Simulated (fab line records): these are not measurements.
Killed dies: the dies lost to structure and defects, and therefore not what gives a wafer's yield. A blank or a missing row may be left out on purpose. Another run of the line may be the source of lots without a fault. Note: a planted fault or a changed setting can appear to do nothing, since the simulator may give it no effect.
fab line records ; flow nand-harc
record: lots: 12; wafers: 36; last-day: 30
route steps=1302 shown P_ZERO_WELL@26 P_STI@83 END@1302
lots that met no fault: taken from a fault-free run of the same line
start-h: hours from the record's first day to the start of the lot's first wafer shown ; wait-h: hours elapsed since this lot's preceding step ; " repeats the value in the row above ; L1.1+2: a row that stands for several wafers ; - no value present, or no start provided ; * or withheld: withheld ; < > ~ a bound
route shown NAME@n: a module of which the file shows steps, and the number in the route of the first ; usual: mean and standard deviation over wafers with no fault ; same: alike in all rows ; chamber/n: place in a boat ; sites: each site's reading ; _std_site: the standard deviation of these ; _edge_site: outer sites' mean less inner sites' ; radius-mm: how far each site lies from the wafer's centre ; mask NAME#n: copy n ; behind: the tool/chamber that last shaped the wafer ; hold: why the lot was held/for how many hours/how that ended ; device: the n, p or np transistor that did not switch ; end of line: tests of these same wafers at the route's end ; a step given without rows: its recipe and nothing more ; killed: the dies lost at the first sort to structure and to defects; this is not the yield of the wafer ; map: the dies of a wafer, with x for killed, . for not killed, _ for no die there
set.NAME: the setting the step ran with; set.NAME@STEP: the setting that earlier step ran with ; model.NAME: the simulator's own value behind a step, which no gauge read
a sample of lots followed through the steps of the route, with each step as a table and each wafer as a row
services: from which hour (start-h, from the record's first day; less than 0 if before it) a tool's chamber was out of use, for how many hours, and why
== steps ==
step: NHARC_P_ZERO_WELL_EXPOSE_21
recipe: na: 0.6; target-cd-nm: 720; dose-mj: 22.31; mask-id: P_NWELL
lot.wafer;tool;chamber;start-h;wait-h;mask
L499.1+3+6;krf-scanner-02;0;32.42;-;P_NWELL#0
L500.1+4+5;krf-scanner-02;0;42.71;-;P_NWELL#0
L501.4+5+6;krf-scanner-04;0;52.47;-;P_NWELL#0
L502.1+2+6;krf-scanner-02;0;62.43;-;P_NWELL#0
L503.1+4+6;krf-scanner-04;0;72.51;-;P_NWELL#0
L505.2+3+4;krf-scanner-04;0;94.22;-;P_NWELL#0
L508.1+5+6;krf-scanner-02;0;122.44;-;P_NWELL#0
L509.1+3+4;krf-scanner-02;0;132.30;-;P_NWELL#0
L510.2+5+6;krf-scanner-04;0;142.77;-;P_NWELL#0
L511.1+2+6;krf-scanner-01;0;152.47;-;P_NWELL#0
L512.1+4+5;krf-scanner-02;0;162.60;-;P_NWELL#0
L513.1+2+6;krf-scanner-04;0;172.42;-;P_NWELL_R1#0
step: NHARC_P_ZERO_WELL_CD_MEAS_24
recipe: target-cd-nm: 720; landing-energy-ev: 500
usual: cd-nm: 720.1/1.3
same: landing-energy-ev: 500
lot.wafer;tool;chamber;start-h;wait-h;cd-nm
L499.1;cd-sem-01;0;32.57;-;719.3
L499.3;cd-sem-01;0;32.57;-;720.6
L499.6;cd-sem-01;0;32.57;-;719.7
L500.1;cd-sem-01;0;42.87;-;717.2
L500.4;cd-sem-01;0;42.87;-;719.5
L500.5;cd-sem-01;0;42.87;-;719.6
L501.4;cd-sem-01;0;52.62;-;719.9
L501.5;cd-sem-01;0;52.62;-;718.0
L501.6;cd-sem-01;0;52.62;-;719.1
L502.1;cd-sem-01;0;62.59;-;720.0
L502.2;cd-sem-01;0;62.59;-;719.4
L502.6;cd-sem-01;0;62.59;-;720.2
L503.1;cd-sem-01;0;72.67;-;721.4
L503.4;cd-sem-01;0;72.67;-;719.4
L503.6;cd-sem-01;0;72.67;-;720.2
L505.2;cd-sem-03;0;94.37;-;721.2
L505.3;cd-sem-03;0;94.37;-;720.7
L505.4;cd-sem-03;0;94.37;-;720.1
L508.1;cd-sem-02;0;122.60;-;721.7
L508.5;cd-sem-02;0;122.60;-;722.3
L508.6;cd-sem-02;0;122.60;-;720.7
L509.1;cd-sem-03;0;132.46;-;719.7
L509.3;cd-sem-03;0;132.46;-;717.7
L509.4;cd-sem-03;0;132.46;-;718.6
L510.2;cd-sem-03;0;142.92;-;721.1
L510.5;cd-sem-03;0;142.92;-;720.5
L510.6;cd-sem-03;0;142.92;-;721.6
L511.1;cd-sem-02;0;152.63;-;719.9
L511.2;cd-sem-02;0;152.63;-;721.3
L511.6;cd-sem-02;0;152.63;-;720.3
L512.1;cd-sem-03;0;162.76;-;720.6
L512.4;cd-sem-03;0;162.76;-;721.6
L512.5;cd-sem-03;0;162.76;-;720.6
L513.1;cd-sem-03;0;172.58;-;711.2
L513.2;cd-sem-03;0;172.58;-;710.9
L513.6;cd-sem-03;0;172.58;-;710.3
step: NHARC_P_ZERO_WELL_DESCUM_39
recipe: time-s: 3; o2-flow-sccm: 200; ar-flow-sccm: 0; bias-power-w: 0; chemistry: O2
usual: drypump-motor-current-A: 5.5/0.33; o2-flow-sccm: 200.0/0.56; oes-product-au: 0.998/0.0098; rf-vpp-V: 57.7/0.9; showerhead-plenum-p-Torr: 1.93/0.079; throttle-valve-pct: 11.312/0.009
lot.wafer;tool;chamber;start-h;wait-h;drypump-motor-current-A;o2-flow-sccm;oes-product-au;rf-hours-counter-h;rf-vpp-V;showerhead-plenum-p-Torr;throttle-valve-pct
L499.3;rie-diel-09;1;34.98;-;5.4;200.7;1.004;14;56.8;2.04;11.323
L499.1;rie-diel-09;2;34.98;-;5.6;200.1;1.015;18;58.7;1.88;11.313
L499.6;rie-diel-09;2;34.98;-;5.5;200.2;1.005;-;57.5;1.88;11.304
L500.4;rie-diel-04;3;44.54;-;6.3;200.1;1.002;13;56.8;1.79;11.311
L500.1;rie-diel-04;1;44.54;-;5.8;200.1;0.993;15;57.6;1.99;11.304
L500.5;rie-diel-04;3;44.54;-;6.2;200.1;1.005;-;57.4;1.79;11.317
L501.4;rie-diel-09;2;54.29;-;5.6;199.2;1.002;23;57.1;1.88;11.299
L501.6;rie-diel-09;1;54.29;-;5.4;200.6;1.000;-;58.0;2.03;11.309
L501.5;rie-diel-09;2;54.29;-;5.6;199.1;1.004;-;56.3;1.88;11.305
L502.2;rie-diel-04;2;64.29;-;5.4;200.3;0.996;21;59.2;1.98;11.315
L502.1;rie-diel-04;3;64.29;-;6.2;199.4;1.006;19;58.6;1.79;11.315
L502.6;rie-diel-04;0;64.29;-;5.4;200.2;1.000;-;58.2;1.91;11.299
L503.1;rie-diel-04;3;74.35;-;6.3;200.2;1.001;23;56.7;1.79;11.306
L503.4;rie-diel-04;1;74.35;-;5.8;199.8;0.994;26;57.2;1.99;11.313
L503.6;rie-diel-04;3;74.35;-;6.3;200.1;1.008;-;57.8;1.79;11.310
L505.3;rie-diel-09;0;96.04;-;5.2;199.6;0.999;33;58.4;1.91;11.319
L505.2;rie-diel-09;1;96.04;-;5.4;200.0;0.998;34;60.1;2.03;11.297
L505.4;rie-diel-09;2;96.04;-;5.6;199.8;1.012;40;57.1;1.87;11.305
L508.1;rie-diel-04;0;124.43;-;5.4;199.2;0.995;46;58.2;1.90;11.314
L508.6;rie-diel-04;1;124.43;-;5.8;200.3;0.985;-;56.8;1.98;11.317
L508.5;rie-diel-04;2;124.43;-;5.4;200.2;0.996;-;57.6;1.97;11.297
L509.1;rie-diel-04;0;134.44;-;5.4;199.7;0.980;47;57.3;1.90;11.312
L509.3;rie-diel-04;1;134.44;-;5.8;200.6;0.970;45;57.2;1.98;11.312
L509.4;rie-diel-04;2;134.44;-;5.4;200.3;0.985;45;58.2;1.97;11.306
L510.2;rie-diel-01;2;144.77;-;5.5;199.4;0.990;39;59.1;1.98;11.317
L510.5;rie-diel-01;0;144.77;-;5.8;199.8;1.002;-;57.5;1.81;11.307
L510.6;rie-diel-01;1;144.77;-;5.2;200.1;0.990;-;57.7;1.82;11.322
L511.1;rie-diel-01;2;154.45;-;5.5;200.2;0.990;41;57.5;1.98;11.294
L511.2;rie-diel-01;0;154.45;-;5.9;200.0;0.988;38;57.7;1.80;11.325
L511.6;rie-diel-01;2;154.45;-;5.5;200.3;0.986;-;56.8;1.98;11.314
L512.1;rie-diel-04;2;164.46;-;5.4;199.4;0.988;55;57.3;1.97;11.307
L512.4;rie-diel-04;0;164.46;-;5.4;199.8;0.989;-;59.2;1.90;11.308
L512.5;rie-diel-04;1;164.46;-;5.8;199.9;0.981;-;59.0;1.98;11.321
L513.1;rie-diel-04;3;174.38;-;6.2;200.7;0.998;55;56.5;1.78;11.300
L513.2;rie-diel-04;1;174.38;-;5.8;200.5;1.003;60;57.7;1.98;11.307
L513.6;rie-diel-04;0;174.38;-;5.4;200.1;0.992;-;58.9;1.90;11.304
step: NHARC_P_STI_CD_MEAS_09
recipe: target-cd-nm: 200; landing-energy-ev: 500
usual: cd-nm: 200.6/1.7
same: landing-energy-ev: 500
lot.wafer;tool;chamber;start-h;wait-h;cd-nm
L499.1;cd-sem-03;0;55.27;-;196.7
L499.3;cd-sem-03;0;55.27;-;199.7
L499.6;cd-sem-03;0;55.27;-;200.0
L500.1;cd-sem-01;0;67.24;-;199.5
L500.4;cd-sem-01;0;67.24;-;199.1
L500.5;cd-sem-01;0;67.24;-;201.3
L501.4;cd-sem-01;0;75.25;-;201.2
L501.5;cd-sem-01;0;75.25;-;201.8
L501.6;cd-sem-01;0;75.25;-;200.3
L502.1;cd-sem-02;0;86.75;-;203.1
L502.2;cd-sem-02;0;86.75;-;200.6
L502.6;cd-sem-02;0;86.75;-;200.6
L503.1;cd-sem-01;0;95.06;-;200.9
L503.4;cd-sem-01;0;95.06;-;201.0
L503.6;cd-sem-01;0;95.06;-;203.0
L505.2;cd-sem-02;0;114.42;-;201.9
L505.3;cd-sem-02;0;114.42;-;202.3
L505.4;cd-sem-02;0;114.42;-;205.7
L508.1;cd-sem-01;0;144.52;-;205.2
L508.5;cd-sem-01;0;144.52;-;202.0
L508.6;cd-sem-01;0;144.52;-;202.9
L509.1;cd-sem-01;0;152.95;-;199.7
L509.3;cd-sem-01;0;152.95;-;199.8
L509.4;cd-sem-01;0;152.95;-;200.7
L510.2;cd-sem-01;0;164.94;-;202.3
L510.5;cd-sem-01;0;164.94;-;201.3
L510.6;cd-sem-01;0;164.94;-;200.3
L511.1;cd-sem-03;0;173.66;-;199.8
L511.2;cd-sem-03;0;173.66;-;200.7
L511.6;cd-sem-03;0;173.66;-;202.6
L512.1;cd-sem-03;0;183.01;-;200.3
L512.4;cd-sem-03;0;183.01;-;198.3
L512.5;cd-sem-03;0;183.01;-;197.4
L513.1;cd-sem-02;0;192.09;-;200.1
L513.2;cd-sem-02;0;192.09;-;199.1
L513.6;cd-sem-02;0;192.09;-;196.8
step: NHARC_P_STI_INSPECT_11
usual: raw-defect-count: 5.4/2.7
lot.wafer;tool;chamber;start-h;wait-h;raw-defect-count
L499.1;defect-inspect-01;-;55.40;0.0;5
L499.3;defect-inspect-01;-;55.40;0.0;4
L499.6;defect-inspect-01;-;55.40;0.0;9
L500.1;defect-inspect-02;-;67.37;0.0;6
L500.4;defect-inspect-02;-;67.37;0.0;4
L500.5;defect-inspect-02;-;67.37;0.0;6
L501.4;defect-inspect-01;-;75.37;0.0;4
L501.5;defect-inspect-01;-;75.37;0.0;7
L501.6;defect-inspect-01;-;75.37;0.0;5
L502.1;defect-inspect-01;-;86.88;0.0;4
L502.2;defect-inspect-01;-;86.88;0.0;2
L502.6;defect-inspect-01;-;86.88;0.0;2
L503.1;defect-inspect-02;-;95.19;0.0;7
L503.4;defect-inspect-02;-;95.19;0.0;7
L503.6;defect-inspect-02;-;95.19;0.0;4
L505.2;defect-inspect-01;-;114.54;0.0;3
L505.3;defect-inspect-01;-;114.54;0.0;4
L505.4;defect-inspect-01;-;114.54;0.0;2
L508.1;defect-inspect-02;-;144.64;0.0;2
L508.5;defect-inspect-02;-;144.64;0.0;4
L508.6;defect-inspect-02;-;144.64;0.0;3
L509.1;defect-inspect-01;-;153.08;0.0;9
L509.3;defect-inspect-01;-;153.08;0.0;5
L509.4;defect-inspect-01;-;153.08;0.0;7
L510.2;defect-inspect-01;-;165.06;0.0;6
L510.5;defect-inspect-01;-;165.06;0.0;3
L510.6;defect-inspect-01;-;165.06;0.0;10
L511.1;defect-inspect-01;-;173.78;0.0;6
L511.2;defect-inspect-01;-;173.78;0.0;5
L511.6;defect-inspect-01;-;173.78;0.0;9
L512.1;defect-inspect-02;-;183.13;0.0;9
L512.4;defect-inspect-02;-;183.13;0.0;3
L512.5;defect-inspect-02;-;183.13;0.0;7
L513.1;defect-inspect-01;-;192.21;0.0;11
L513.2;defect-inspect-01;-;192.21;0.0;10
L513.6;defect-inspect-01;-;192.21;0.0;5
step: NHARC_END_SORT_01
recipe: temp-c: 25
usual: killed-at-array: 56/20; killed-at-other: 1/1.3; killed-at-periphery: 3.5/2.7; killed-dies: 60/20; killed-open: 3.3/1.6; killed-short: 2.4/1.5
same: gross-dies: 677
lot.wafer;tool;chamber;start-h;wait-h;killed-at-array;killed-at-other;killed-at-periphery;killed-dies;killed-open;killed-short
L508.1;prober-02;0;655.26;2.5;52;2;1;55;6;2
L508.5;prober-02;0;658.48;3.7;58;5;6;69;5;2
L508.6;prober-02;0;659.29;4.0;42;0;2;44;4;2
killed by level:class
L508.1 A_SLIT:chamber-film-flake=35 A_CHANNEL_HOLE_D2:chamber-film-flake=4 A_CHANNEL_HOLE_D1:chamber-film-flake=2 A_CHANNEL_HOLE_D2:unspecified=2 A_ONON_D1:geometric-particle:open=1 A_CHANNEL_FILL_D1:geometric-particle:open=1 A_CHANNEL_FILL_D1:geometric-particle:short=1 A_DECK1_JOINT:geometric-particle:open=1
L508.5 A_SLIT:chamber-film-flake=31 A_CHANNEL_HOLE_D2:chamber-film-flake=6 A_DECK1_JOINT:chamber-film-flake=4 A_CONTACT:chamber-film-flake=4 THIN_TSV:chamber-film-flake=4 A_CHANNEL_HOLE_D1:chamber-film-flake=3 P_M0:geometric-particle:open=2 P_M1:geometric-particle:open=2
L508.6 A_SLIT:chamber-film-flake=27 A_CHANNEL_HOLE_D1:chamber-film-flake=4 A_WL_FILL:geometric-particle:open=2 A_ZERO_WELL:chamber-film-flake=2 P_M0:geometric-particle:open=1 A_CHANNEL_FILL_D1:geometric-particle:open=1 A_CHANNEL_FILL_D1:geometric-particle:short=1 A_DECK1_JOINT:geometric-particle:short=1
== services ==
tool;chamber;start-h;hours;kind
rie-diel-04;3;9.39;7.5;repair
rie-diel-04;0;9.90;-;clean
rie-diel-04;1;9.90;-;clean
rie-diel-04;2;9.90;-;clean
krf-scanner-04;-;10.00;4.0;pm
rie-diel-01;-;26.80;9.0;pm
rie-diel-09;3;28.56;5.8;repair
rie-diel-04;0;34.56;-;clean
rie-diel-04;1;34.56;-;clean
rie-diel-04;2;34.56;-;clean
rie-diel-04;3;34.56;-;clean
krf-scanner-04;-;40.47;0.2;repair
krf-scanner-02;-;40.80;0.5;repair
krf-scanner-01;-;45.97;1.2;repair
rie-diel-04;0;59.06;-;clean
rie-diel-04;1;59.06;-;clean
krf-scanner-04;-;90.34;0.5;repair
krf-scanner-02;-;94.00;4.0;pm
rie-diel-09;0;104.88;7.9;repair
rie-diel-04;-;122.24;0.3;repair
rie-diel-09;0;122.34;22.7;repair
krf-scanner-01;-;140.00;4.0;pm
rie-diel-09;-;143.18;9.0;pm
rie-diel-04;3;161.32;4.8;repair
== key ==
first-sign: step: NHARC_P_ZERO_WELL_EXPOSE_21; reading: mask; direction: changed
effect: step: NHARC_P_ZERO_WELL_CD_MEAS_24; reading: cd-nm; direction: down; sigmas: 7; usual: 720.1; struck: 710.8
met-at NHARC_P_ZERO_WELL_EXPOSE_21
struck-lots L513
tester-left-out L513
not-acting-at NHARC_P_ZERO_WELL_DESCUM_39,NHARC_P_STI_CD_MEAS_09,NHARC_P_STI_INSPECT_11
onset-between 142.77 172.42
fault: kind: wrong-mask; tool: any; chamber: -; onset-h: 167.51; steps: NHARC_P_ZERO_WELL_EXPOSE_21; aux-copy: P_NWELL_R1#0; cd-offset-nm: -10.368; scope: struck-lots-only
tester-left-out: of these lots the tester's yield and bins aren't shown, on N5 and GAA mostly nor the transistor test; their killed dies are dies lost to structure and defects alone, not to doping, threshold or leakage, so they don't give the yield
